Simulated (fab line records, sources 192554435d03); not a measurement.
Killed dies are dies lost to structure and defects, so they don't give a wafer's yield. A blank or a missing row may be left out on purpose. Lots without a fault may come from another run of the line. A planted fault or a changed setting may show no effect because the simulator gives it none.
Chamber matching | flow n5_finfet | N5_SD_EPI_P_ETCH_36 on rie_diel-03: 4 sister chambers
The step etches SiARC in CF4, target depth 45.5 nm, time 75.8 s. 8 wafers are shown with their chamber, then 8 later ones without.

WAFERS WITH THEIR CHAMBER
wafer  | chamber | drypump_motor_current_A (A) | throttle_valve_pct (%)
L082.4 | 1       | 6.0                         | 15.18
L085.2 | 1       | 6.0                         | 15.21
L085.6 | 2       | 5.2                         | 15.23
L087.2 | 2       | 5.2                         | 15.25
L090.2 | 0       | 5.2                         | 15.22
L090.3 | 3       | 5.8                         | 15.99
L090.4 | 0       | 5.2                         | 15.23
L093.1 | 3       | 5.9                         | 16.01

WAFERS WITHOUT THEIR CHAMBER
wafer  | drypump_motor_current_A (A) | throttle_valve_pct (%)
L093.2 | 6.0                         | 15.21
L093.3 | 5.3                         | 15.25
L095.2 | 5.2                         | 15.24
L095.4 | 6.0                         | 15.21
L095.5 | 6.0                         | 15.22
L096.1 | 5.9                         | 16.03
L096.2 | 5.2                         | 15.26
L096.4 | 6.0                         | 15.20

WHICH CHAMBER EACH WENT THROUGH
wafer  | from the rows above     | in truth
L093.2 | 1                       | 1
L093.3 | can't be placed: 2 or 0 | 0
L095.2 | can't be placed: 2 or 0 | 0
L095.4 | 1                       | 1
L095.5 | 1                       | 1
L096.1 | 3                       | 3
L096.2 | can't be placed: 2 or 0 | 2
L096.4 | 1                       | 1
Placed correctly: 5 of 8. Can't be placed from these rows: 3 (the true chamber is among the candidates in 3). Placed wrongly: 0.
How it was worked out, from the rows above alone: a wafer's distance from a chamber is the root of the sum, over the readings, of the square of ((its reading less the chamber's mean) divided by the reading's scatter). The wafer belongs to the nearest chamber; if the next one is less than 2 further off, it can't be placed. A chamber's mean is the mean of its shown wafers. The scatter: the root of (the sum of the squares of (reading less its chamber's mean) over the shown wafers, divided by (wafers less chambers)).
